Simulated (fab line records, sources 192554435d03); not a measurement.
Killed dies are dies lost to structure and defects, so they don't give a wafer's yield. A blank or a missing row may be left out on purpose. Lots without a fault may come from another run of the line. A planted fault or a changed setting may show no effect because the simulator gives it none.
fab line records | flow n5_finfet
record lots=7 wafers=21
route steps=1938 shown BEOL_M7@1267 BEOL_M8@1338 BEOL_M9@1425 BEOL_M10@1512 BEOL_M11@1536
start_h: hours from the record's first day to the start of the lot's first wafer shown | wait_h: hours since the lot's step before | " the same as in the row above | L1.1+2: a row that stands for several wafers | - no value, or no start given | * or withheld: withheld | < > ~ a bound
route shown NAME@n: a module of which the file shows steps, and the number in the route of the first | usual: mean/standard deviation of fault-free wafers | same: alike in all rows | chamber/n: place in a boat | sites: the reading at each site | _std_site: their standard deviation | _edge_site: outer sites' mean less inner sites' | radius_mm: how far each site lies from the wafer's centre | mask NAME#n: copy n | behind: the tool/chamber that last shaped the wafer | hold: why the lot was held/for how many hours/how that ended | device: the transistor (n, p or np) that didn't switch | end of line: the same wafers' tests at the end of the route | a step without rows: its recipe alone | killed: dies lost to structure and defects at the first sort, not the wafer's yield | map: a wafer's dies, x killed, . not, _ none there
set.NAME: the setting as run; set.NAME@STEP: as run at that earlier step | model.NAME: the simulator's own value behind a step, which no gauge read
lots whose settings were changed on purpose; a table a step, a row a wafer
## steps
# step N5_BEOL_M7_HM_DEP_02
# recipe material=TiN target_thk_a=200 temp_c=25 chamber_pressure_pa=0.49996
# columns lot.wafer tool chamber start_h wait_h set.target_thk_a model.TiN_of_BEOL_M7_HM_DEP_02.thk_nm
L078.1 pvd_sputter-02 - 244.92 2.9 200 19.6
L078.3+5 " - " " 200 20.2
L077.1 pvd_sputter-03 - 255.12 1.8 212.3 21.2
L077.3 " - " " 200 19.8
L077.6 " - " " 212.3 21
L079.1+5 pvd_sputter-01 - 258.46 1.9 200 20.2
L079.4 " - " " 200 20.4
L088.1+5 pvd_sputter-03 - 328.74 0.7 200 19.8
L088.2 " - " " 200 20.2
L089.3 pvd_sputter-03 - 330.76 0.5 200 20
L089.4 " - " " 200 20.2
L089.5 " - " " 180.6 18.2
L090.1 pvd_sputter-01 - 339.65 1.0 200 20
L090.5 " - " " 200 20.2
L090.6 " - " " 222.3 22.4
L097.3+5 pvd_sputter-02 - 402.58 0.6 200 20.2
L097.4 " - " " 200 20
# step N5_BEOL_M7_COAT_59
# recipe resist=SOC temp_c=250 time_s=60 spin_rpm=1500 resist_thk_nm=100
# step N5_BEOL_M7_COAT_60
# recipe resist=SiARC temp_c=220 time_s=60 spin_rpm=1500 resist_thk_nm=35
# step N5_BEOL_M7_STRIP_68
# recipe chemistry=N2/H2 temp_c=40 n2_flow_sccm=200 h2_flow_sccm=200 rf_frequency_hz=6e+07
# step N5_BEOL_M7_STRIP_67
# recipe chemistry=CF4 resist=SiARC power_w=300 bias_power_w=75 pressure_mtorr=50 cf4_flow_sccm=150 rf_frequency_hz=6e+07
# step N5_BEOL_M7_HM_OPEN_17
# recipe chemistry=Cl2/BCl3 target_depth_a=200 overetch_a=60 target=TiN mask_material=SOC ion_energy_ev=150 pressure_mtorr=10 icp_w=1000 bias_w=126 Cl2_flow_sccm=53.25 bcl3_flow_sccm=21.75 Ar_flow_sccm=25
# columns lot.wafer tool chamber start_h wait_h set.target_thk_a@BEOL_M7_HM_DEP_02 model.etch.depth_nm
L078.1 rie_metal-01 1 246.27 0.0 200 19.53
L078.3 " 0 " " 200 20.11
L078.5 " 0 " " 200 20.14
L077.1 rie_metal-02 1 256.20 0.0 212.3 21.22
L077.3 " 1 " " 200 19.8
L077.6 " 1 " " 212.3 20.99
L079.1 rie_metal-01 1 260.03 0.0 200 20.15
L079.4 " 0 " " 200 20.31
L079.5 " 0 " " 200 20.28
L088.1 rie_metal-03 0 329.48 0.0 200 19.88
L088.2 " 1 " " 200 20.17
L088.5 " 0 " " 200 19.79
L089.3 rie_metal-03 1 331.53 0.1 200 19.96
L089.4 " 0 " " 200 20.25
L089.5 " 1 " " 180.6 18.21
L090.1 rie_metal-03 1 340.64 0.0 200 20
L090.5 " 1 " " 200 20.28
L090.6 " 1 " " 222.3 22.4
L097.3 rie_metal-02 0 403.63 0.1 200 20.18
L097.4 " 1 " " 200 19.93
L097.5 " 0 " " 200 20.26
# step N5_BEOL_M8_COAT_60
# recipe resist=SiARC temp_c=220 time_s=60 spin_rpm=1500 resist_thk_nm=35
# columns lot.wafer tool chamber start_h wait_h set.spin_rpm model.SiARC_of_BEOL_M8_COAT_60.thk_nm
L078.1+5 litho_track-01 0 - - 1500 35
L078.3 " 0 " " 1500 34.8
L077.1+3 litho_track-03 0 - - 1545 34.4
L077.6 " 0 " " 1500 35
L079.1+4 litho_track-01 0 - - 1500 35.2
L079.5 " 0 " " 1453 35.8
L088.1 litho_track-04 0 - - 1500 35
L088.2+5 " 0 " " 1573 34
L089.3+5 litho_track-01 0 - - 1665 33.4
L089.4 " 0 " " 1500 35.2
L090.1 litho_track-03 0 - - 1590 34
L090.5+6 " 0 " " 1500 35
L097.3 litho_track-01 0 - - 1500 35
L097.4+5 " 0 " " 1415 36
# step N5_BEOL_M8_COAT_05
# recipe resist=CAR-ArF spin_rpm=1500 resist_thk_nm=90
# step N5_BEOL_M8_EBR_07
# recipe solvent=PGMEA ebr_width_mm=1.5
# step N5_BEOL_M8_DESCUM_16
# recipe chemistry=O2 time_s=7.9 source_power_w=50 bias_power_w=20 pressure_mtorr=20 rf_frequency_hz=2.712e+07 temp_c=40 resist=CAR-ArF o2_flow_sccm=225
# step N5_BEOL_M8_ETCH_61
# recipe chemistry=CF4 target=SiARC target_depth_a=455 mask_material=CAR-ArF time_s=75.8 ion_energy_ev=80 pressure_mtorr=40 source_w=545 bias_w=36 Ar_flow_sccm=100 cf4_flow_sccm=100 ends=cleared
# columns lot.wafer tool chamber start_h wait_h set.spin_rpm@BEOL_M8_COAT_60 model.etch.depth_nm model.CAR-ArF_of_BEOL_M8_COAT_05.thk_nm
L078.1+5 rie_diel-06 3 255.60 0.0 1500 34.96 51.2
L078.3 " 2 " " 1500 34.87 51.2
L077.1 rie_diel-06 1 264.80 0.0 1545 34.46 51
L077.3 " 3 " " 1545 34.5 51.2
L077.6 " 1 " " 1500 34.92 50.8
L079.1 rie_diel-06 3 267.53 0.0 1500 35.15 51.2
L079.4 " 2 " " 1500 35.22 51.2
L079.5 " 0 " " 1453 35.75 50.8
L088.1 rie_diel-02 3 339.36 0.0 1500 34.93 51.2
L088.2 " 1 " " 1573 33.97 52
L088.5 " 1 " " 1573 34.05 52
L089.3 rie_diel-02 0 340.01 0.0 1665 33.41 52.8
L089.4 " 1 " " 1500 35.14 51
L089.5 " 3 " " 1665 33.44 52.8
L090.1 rie_diel-02 0 350.55 0.0 1590 33.92 51.6
L090.5 " 1 " " 1500 34.95 50.8
L090.6 " 0 " " 1500 34.99 51.2
L097.3 rie_diel-06 3 412.98 0.0 1500 34.93 51.2
L097.4 " 2 " " 1415 36.03 50.4
L097.5 " 2 " " 1415 35.98 50.2
# step N5_BEOL_M9_COAT_63
# recipe resist=SOC temp_c=250 time_s=60 spin_rpm=1500 resist_thk_nm=60
# columns lot.wafer tool chamber start_h wait_h set.spin_rpm model.SOC_of_BEOL_M9_COAT_63.thk_nm
L078.1+3+5 litho_track-01 0 263.04 0.0 1500 60
L077.1 litho_track-02 0 272.56 0.8 1413 61.8
L077.3 " 0 " " 1500 60
L077.6 " 0 " " 1413 62
L079.1+4 litho_track-01 0 276.75 1.7 1568 58.8
L079.5 " 0 " " 1500 60
L088.1 litho_track-01 0 348.43 0.9 1631 57.6
L088.2 " 0 " " 1500 59.8
L088.5 " 0 " " 1500 60
L089.3+4 litho_track-01 0 348.49 0.8 1500 60
L089.5 " 0 " " 1656 57.2
L090.1 litho_track-05 0 361.60 0.1 1335 63.6
L090.5 " 0 " " 1335 63.2
L090.6 " 0 " " 1500 59.8
L097.3+4 litho_track-01 0 422.56 1.4 1500 59.8
L097.5 " 0 " " 1500 60.2
# step N5_BEOL_M9_COAT_22
# recipe resist=CAR-EUV spin_rpm=1500 resist_thk_nm=30
# columns lot.wafer tool chamber start_h wait_h set.spin_rpm model.CAR-EUV_of_BEOL_M9_COAT_22.thk_nm
L078.1+3+5 litho_track-01 0 - - 1500 30.2
L077.1+3+6 litho_track-02 0 - - 1500 30
L079.1+4 litho_track-01 0 - - 1500 30.2
L079.5 " 0 " " 1417 31
L088.1 litho_track-01 0 - - 1500 30.2
L088.2 " 0 " " 1350 31.8
L088.5 " 0 " " 1500 30
L089.3+4+5 litho_track-01 0 - - 1500 30.2
L090.1+5 litho_track-05 0 - - 1601 29
L090.6 " 0 " " 1500 30
L097.3+4+5 litho_track-01 0 - - 1635 28.8
# step N5_BEOL_M9_EBR_24
# recipe solvent=PGMEA ebr_width_mm=1.5
# step N5_BEOL_M9_SOFTBAKE_23
# recipe temp_c=110 time_s=60 resist=CAR-EUV
# step N5_BEOL_M9_DESCUM_33
# recipe chemistry=O2 time_s=7 source_power_w=50 bias_power_w=20 pressure_mtorr=20 rf_frequency_hz=2.712e+07 temp_c=40 resist=CAR-EUV o2_flow_sccm=225
# columns lot.wafer tool chamber start_h wait_h set.spin_rpm@BEOL_M9_COAT_22 model.CAR-EUV_of_BEOL_M9_COAT_22.thk_nm
L078.1 rie_diel-04 0 263.66 0.1 1500 26.4
L078.3+5 " 1,2 " " 1500 26.2
L077.1 rie_diel-05 1 272.94 0.0 1500 26
L077.3+6 " 2 " " 1500 26.2
L079.1+4 rie_diel-04 0,1 277.14 0.0 1500 26.2
L079.5 " 1 " " 1417 27
L088.1+5 rie_diel-01 3,2 348.82 0.0 1500 26.2
L088.2 " 0 " " 1350 27.8
L089.3+4+5 rie_diel-04 2,1,0 348.94 0.1 1500 26.2
L090.1+5 rie_diel-05 2,1 361.99 0.0 1601 25
L090.6 " 2 " " 1500 26
L097.3+4+5 rie_diel-04 1,2,1 422.94 0.0 1635 24.8
# step N5_BEOL_M9_ETCH_76
# recipe chemistry=N2/H2 target=underlayer target_depth_a=65 mask_material=CAR-EUV time_s=5.2 ion_energy_ev=200 pressure_mtorr=30 source_w=840 bias_w=150 n2_flow_sccm=200 h2_flow_sccm=200 ends=cleared
# step N5_BEOL_M9_ETCH_65
# recipe chemistry=CF4 target=SiARC target_depth_a=156 mask_material=CAR-EUV time_s=26 ion_energy_ev=80 pressure_mtorr=40 source_w=545 bias_w=36 Ar_flow_sccm=100 cf4_flow_sccm=100 ends=cleared
# step N5_BEOL_M9_ETCH_66
# recipe chemistry=N2/H2 target=SOC target_depth_a=800 overetch_a=160 mask_material=SiARC temp_c=40 time_s=120 ion_energy_ev=200 pressure_mtorr=30 source_w=840 bias_w=150 n2_flow_sccm=200 h2_flow_sccm=200
# columns lot.wafer tool chamber start_h wait_h set.spin_rpm@BEOL_M9_COAT_63 model.etch.depth_nm
L078.1 rie_diel-04 0 263.74 0.0 1500 59.96
L078.3 " 1 " " 1500 59.97
L078.5 " 2 " " 1500 59.99
L077.1 rie_diel-05 1 273.02 0.0 1413 61.87
L077.3 " 2 " " 1500 60.05
L077.6 " 2 " " 1413 62.01
L079.1 rie_diel-04 0 277.22 0.0 1568 58.71
L079.4 " 1 " " 1568 58.75
L079.5 " 1 " " 1500 59.99
L088.1 rie_diel-01 3 348.90 0.0 1631 57.67
L088.2 " 0 " " 1500 59.88
L088.5 " 2 " " 1500 60.08
L089.3 rie_diel-04 2 349.02 0.0 1500 60.04
L089.4 " 1 " " 1500 59.94
L089.5 " 0 " " 1656 57.17
L090.1 rie_diel-05 2 362.07 0.0 1335 63.52
L090.5 " 1 " " 1335 63.28
L090.6 " 2 " " 1500 59.86
L097.3 rie_diel-04 1 423.02 0.0 1500 59.87
L097.4 " 2 " " 1500 59.89
L097.5 " 1 " " 1500 60.16
# step N5_BEOL_M9_STRIP_69
# recipe chemistry=N2/H2 temp_c=40 n2_flow_sccm=200 h2_flow_sccm=200 rf_frequency_hz=6e+07
# step N5_BEOL_M9_STRIP_77
# recipe chemistry=N2/H2 temp_c=40 n2_flow_sccm=200 h2_flow_sccm=200 rf_frequency_hz=6e+07
# step N5_BEOL_M9_VIA_ETCH_34
# recipe chemistry=C4F6/O2 target=SiCOH_lowk target_depth_a=1824 mask_material=SOC taper_deg=4 time_s=68.4 ion_energy_ev=250 pressure_mtorr=30 source_w=345 bias_w=185 Ar_flow_sccm=300 C4F6_flow_sccm=10 O2_flow_sccm=10
# columns lot.wafer tool chamber start_h wait_h set.spin_rpm@BEOL_M9_COAT_63 model.SOC_of_BEOL_M9_COAT_63.thk_nm
L078.1+3 rie_diel-04 0,1 263.84 0.0 1500 51
L078.5 " 2 " " 1500 51.2
L077.1 rie_diel-05 1 273.12 0.0 1413 52.6
L077.3 " 2 " " 1500 50.8
L077.6 " 2 " " 1413 52.8
L079.1+4 rie_diel-04 0,1 277.32 0.0 1568 49.8
L079.5 " 1 " " 1500 51
L088.1 rie_diel-01 3 349.00 0.0 1631 49
L088.2 " 0 " " 1500 50.6
L088.5 " 2 " " 1500 50.8
L089.3 rie_diel-04 2 349.12 0.0 1500 51.4
L089.4 " 1 " " 1500 51
L089.5 " 0 " " 1656 48.4
L090.1 rie_diel-05 2 362.17 0.0 1335 54.4
L090.5 " 1 " " 1335 54.2
L090.6 " 2 " " 1500 50.6
L097.3 rie_diel-04 1 423.12 0.0 1500 51
L097.4 " 2 " " 1500 51.2
L097.5 " 1 " " 1500 51.4
# step N5_BEOL_M10_TRENCH_ETCH_37
# recipe chemistry=C4F6/O2 target_depth_a=1488.3 target=SiCOH_lowk time_s=48 ion_energy_ev=250 pressure_mtorr=30 source_w=345 bias_w=185 Ar_flow_sccm=300 C4F6_flow_sccm=10 O2_flow_sccm=10
# usual rf_vpp_V=664/12
# columns lot.wafer tool chamber start_h wait_h set.bias_w rf_vpp_V model.BEOL_M10.feature_depth_nm
L078.1 rie_diel-03 2 - - 185 641 147.2
L078.3 " 3 " " 185 678 148.2
L078.5 " 3 " " 185 679 148.6
L077.1 rie_diel-03 2 - - 211.7 715 151.2
L077.3 " 0 " " 211.7 734 161
L077.6 " 2 " " 185 642 145.4
L079.1 rie_diel-02 3 - - 171.9 617 143
L079.4 " 0 " " 185 674 150.8
L079.5 " 3 " " 171.9 617 143.4
L089.3 rie_diel-06 3 - - 185 671 148
L089.4 " 3 " " 170.2 628 143.8
L089.5 " 0 " " 185 687 148.2
L088.1 rie_diel-03 1 - - 199.9 703 156.6
L088.2 " 0 " " 199.9 700 158.4
L088.5 " 0 " " 199.9 702 160
L090.1 rie_diel-02 2 - - 185 661 153
L090.5 " 0 " " 172.8 639 148.8
L090.6 " 1 " " 185 659 151.2
L097.3 rie_diel-03 0 - - 185 660 152.4
L097.4 " 2 " " 161.4 586 145.2
L097.5 " 3 " " 161.4 608 142.4
# step N5_BEOL_M10_ETCH_41
# recipe chemistry=CH3F/O2 target=SiCN target_depth_a=426 taper_deg=2 time_s=86 ion_energy_ev=120 mask_material=TiN pressure_mtorr=30 source_w=395 bias_w=75 Ar_flow_sccm=150 CH3F_flow_sccm=30 O2_flow_sccm=20
# usual rf_vpp_V=297.6/2
# columns lot.wafer tool chamber start_h wait_h set.source_w rf_vpp_V
L078.1 rie_diel-03 2 - - 395 294.9
L078.3 " 3 " " 395 300.3
L078.5 " 3 " " 395 300.4
L077.1 rie_diel-03 2 - - 448.3 283.4
L077.3 " 0 " " 395 297.3
L077.6 " 2 " " 448.3 282.6
L079.1 rie_diel-02 3 - - 371.8 298.7
L079.4 " 0 " " 395 299.9
L079.5 " 3 " " 395 294.7
L089.3 rie_diel-06 3 - - 395 297.3
L089.4 " 3 " " 395 298.0
L089.5 " 0 " " 395 298.9
L088.1 rie_diel-03 1 - - 395 299.6
L088.2 " 0 " " 436.1 286.9
L088.5 " 0 " " 436.1 286.4
L090.1 rie_diel-02 2 - - 395 295.2
L090.5 " 0 " " 433.3 289.4
L090.6 " 1 " " 395 296.1
L097.3 rie_diel-03 0 - - 395 297.4
L097.4 " 2 " " 395 300.2
L097.5 " 3 " " 363.3 307.8
# step N5_BEOL_M10_STRIP_77
# recipe chemistry=N2/H2 time_s=10 power_w=450 temp_c=40 pressure_mtorr=20 rf_frequency_hz=6e+07 bias_power_w=7 n2_flow_sccm=200 h2_flow_sccm=200
# step N5_BEOL_M10_OCD_MEAS_38
# usual trench_depth_nm=149.6/3
# columns lot.wafer tool chamber start_h wait_h set.bias_w@BEOL_M10_TRENCH_ETCH_37 trench_depth_nm
L078.1 ocd-02 - 273.40 - 185 147.5
L078.3 " - " " 185 148.0
L078.5 " - " " 185 148.8
L077.1 ocd-01 - 281.77 - 211.7 151.7
L077.3 " - " " 211.7 161.1
L077.6 " - " " 185 144.9
L079.1 ocd-01 - 284.07 - 171.9 143.0
L079.4 " - " " 185 151.1
L079.5 " - " " 171.9 143.2
L089.3 ocd-01 - 360.52 - 185 148.0
L089.4 " - " " 170.2 143.7
L089.5 " - " " 185 148.7
L088.1 ocd-01 - 360.59 - 199.9 156.7
L088.2 " - " " 199.9 158.6
L088.5 " - " " 199.9 160.2
L090.1 ocd-01 - 369.72 - 185 152.5
L090.5 " - " " 172.8 149.0
L090.6 " - " " 185 151.5
L097.3 ocd-01 - 430.24 - 185 152.3
L097.4 " - " " 161.4 145.4
L097.5 " - " " 161.4 142.0
# step N5_BEOL_M11_ILD_DEP_00
# recipe material=SiCOH_lowk target_thk_a=3085.1 temp_c=300 precursor=DEMS/porogen pressure_torr=5 rf_w=500 time_s=58
# columns lot.wafer tool chamber start_h wait_h set.time_s model.SiCOH_lowk_of_BEOL_M11_ILD_DEP_00.thk_nm
L078.1 pecvd-03 2 276.11 0.0 58 302.8
L078.3 " 0 " " 58 306.8
L078.5 " 1 " " 58 311.2
L077.1 pecvd-01 1 284.32 0.0 58 307.8
L077.3 " 0 " " 58 311.4
L077.6 " 1 " " 52.41 281.4
L079.1 pecvd-03 1 287.93 0.0 58 299.2
L079.4 " 1 " " 60.64 319
L079.5 " 2 " " 58 304.8
L089.3 pecvd-03 1 363.22 0.0 58 299.2
L089.4 " 2 " " 60.18 317.6
L089.5 " 0 " " 60.18 319.8
L088.1 pecvd-04 1 363.23 0.0 62.41 324
L088.2 " 2 " " 58 307.4
L088.5 " 1 " " 62.41 325.2
L090.1 pecvd-04 1 372.77 0.0 58 304.4
L090.5 " 0 " " 62.13 332
L090.6 " 2 " " 62.13 330.6
L097.3 pecvd-03 1 433.28 0.0 58 307.6
L097.4 " 0 " " 61.67 330.6
L097.5 " 1 " " 61.67 331
# step N5_BEOL_M11_CURE_71
# recipe temp_c=385 time_s=240 ambient=He/Ar material=SiCOH_lowk
# columns lot.wafer tool chamber start_h wait_h set.time_s@BEOL_M11_ILD_DEP_00 model.SiCOH_lowk_of_BEOL_M11_ILD_DEP_00.thk_nm
L078.1 uv_cure-02 2 276.58 0.4 58 263
L078.3 " 2 " " 58 266.4
L078.5 " 2 " " 58 270.4
L077.1 uv_cure-02 0 284.54 0.2 58 267.4
L077.3 " 0 " " 58 270.4
L077.6 " 0 " " 52.41 244
L079.1 uv_cure-03 1 288.00 0.0 58 259.8
L079.4 " 1 " " 60.64 277.2
L079.5 " 1 " " 58 264.8
L088.1 uv_cure-03 0 363.34 0.1 62.41 281.6
L088.2 " 0 " " 58 267
L088.5 " 0 " " 62.41 282.8
L089.3 uv_cure-02 0 363.46 0.2 58 259.8
L089.4 " 0 " " 60.18 276
L089.5 " 0 " " 60.18 278
L090.1 uv_cure-03 0 372.85 0.0 58 264.4
L090.5 " 0 " " 62.13 288.8
L090.6 " 0 " " 62.13 287.6
L097.3 uv_cure-01 1 433.52 0.2 58 267.2
L097.4 " 1 " " 61.67 287.6
L097.5 " 1 " " 61.67 287.8
# step N5_BEOL_M11_THK_MEAS_01
# recipe reads=SiCOH_lowk_of_BEOL_M11_ILD_DEP_00
# usual M11_ILD_THK=268/3.6
# columns lot.wafer tool chamber start_h wait_h set.time_s@BEOL_M11_ILD_DEP_00 M11_ILD_THK[nm]
L078.1 film_metro-02 - 277.10 0.4 58 263
L078.3 " - " " 58 266
L078.5 " - " " 58 270
L077.1 film_metro-02 - 285.05 0.4 58 267
L077.3 " - " " 58 271
L077.6 " - " " 52.41 244
L079.1 film_metro-02 - 288.52 0.4 58 260
L079.4 " - " " 60.64 277
L079.5 " - " " 58 265
L089.3 film_metro-02 - 363.81 0.3 58 260
L089.4 " - " " 60.18 276
L089.5 " - " " 60.18 278
L088.1 film_metro-02 - 363.85 0.4 62.41 282
L088.2 " - " " 58 267
L088.5 " - " " 62.41 283
L090.1 film_metro-01 - 373.38 0.4 58 264
L090.5 " - " " 62.13 289
L090.6 " - " " 62.13 288
L097.3 film_metro-01 - 433.88 0.3 58 267
L097.4 " - " " 61.67 287
L097.5 " - " " 61.67 288
## key
split step=N5_BEOL_M7_HM_DEP_02 setting=target_thk_a stated=200 by=wafer
response step=N5_BEOL_M7_HM_DEP_02 reading=model.TiN_of_BEOL_M7_HM_DEP_02.thk_nm change=+0.203 per=1% r=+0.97
response step=N5_BEOL_M7_HM_OPEN_17 reading=model.etch.depth_nm change=+0.201 per=1% r=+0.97
split step=N5_BEOL_M8_COAT_60 setting=spin_rpm stated=1500 by=wafer
response step=N5_BEOL_M8_COAT_60 reading=model.SiARC_of_BEOL_M8_COAT_60.thk_nm change=-0.173 per=1% r=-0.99
response step=N5_BEOL_M8_ETCH_61 reading=model.etch.depth_nm change=-0.168 per=1% r=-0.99
response step=N5_BEOL_M8_ETCH_61 reading=model.CAR-ArF_of_BEOL_M8_COAT_05.thk_nm change=+0.149 per=1% r=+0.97
split step=N5_BEOL_M9_COAT_63 setting=spin_rpm stated=1500 by=wafer
response step=N5_BEOL_M9_COAT_63 reading=model.SOC_of_BEOL_M9_COAT_63.thk_nm change=-0.293 per=1% r=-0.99
response step=N5_BEOL_M9_ETCH_66 reading=model.etch.depth_nm change=-0.292 per=1% r=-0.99
response step=N5_BEOL_M9_VIA_ETCH_34 reading=model.SOC_of_BEOL_M9_COAT_63.thk_nm change=-0.281 per=1% r=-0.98
split step=N5_BEOL_M9_COAT_22 setting=spin_rpm stated=1500 by=wafer
response step=N5_BEOL_M9_COAT_22 reading=model.CAR-EUV_of_BEOL_M9_COAT_22.thk_nm change=-0.16 per=1% r=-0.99
response step=N5_BEOL_M9_DESCUM_33 reading=model.CAR-EUV_of_BEOL_M9_COAT_22.thk_nm change=-0.154 per=1% r=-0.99
split step=N5_BEOL_M10_TRENCH_ETCH_37 setting=bias_w stated=185 by=wafer
response step=N5_BEOL_M10_TRENCH_ETCH_37 reading=rf_vpp_V change=+5.56 per=1% r=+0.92
response step=N5_BEOL_M10_TRENCH_ETCH_37 reading=model.BEOL_M10.feature_depth_nm change=+0.708 per=1% r=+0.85
response step=N5_BEOL_M10_OCD_MEAS_38 reading=trench_depth_nm change=+0.735 per=1% r=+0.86
split step=N5_BEOL_M10_ETCH_41 setting=source_w stated=395 by=wafer
response step=N5_BEOL_M10_ETCH_41 reading=rf_vpp_V change=-0.967 per=1% r=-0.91
split step=N5_BEOL_M11_ILD_DEP_00 setting=time_s stated=58 by=wafer
response step=N5_BEOL_M11_ILD_DEP_00 reading=model.SiCOH_lowk_of_BEOL_M11_ILD_DEP_00.thk_nm change=+3.23 per=1% r=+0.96
response step=N5_BEOL_M11_CURE_71 reading=model.SiCOH_lowk_of_BEOL_M11_ILD_DEP_00.thk_nm change=+2.85 per=1% r=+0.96
response step=N5_BEOL_M11_THK_MEAS_01 reading=M11_ILD_THK change=+2.85 per=1% r=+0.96
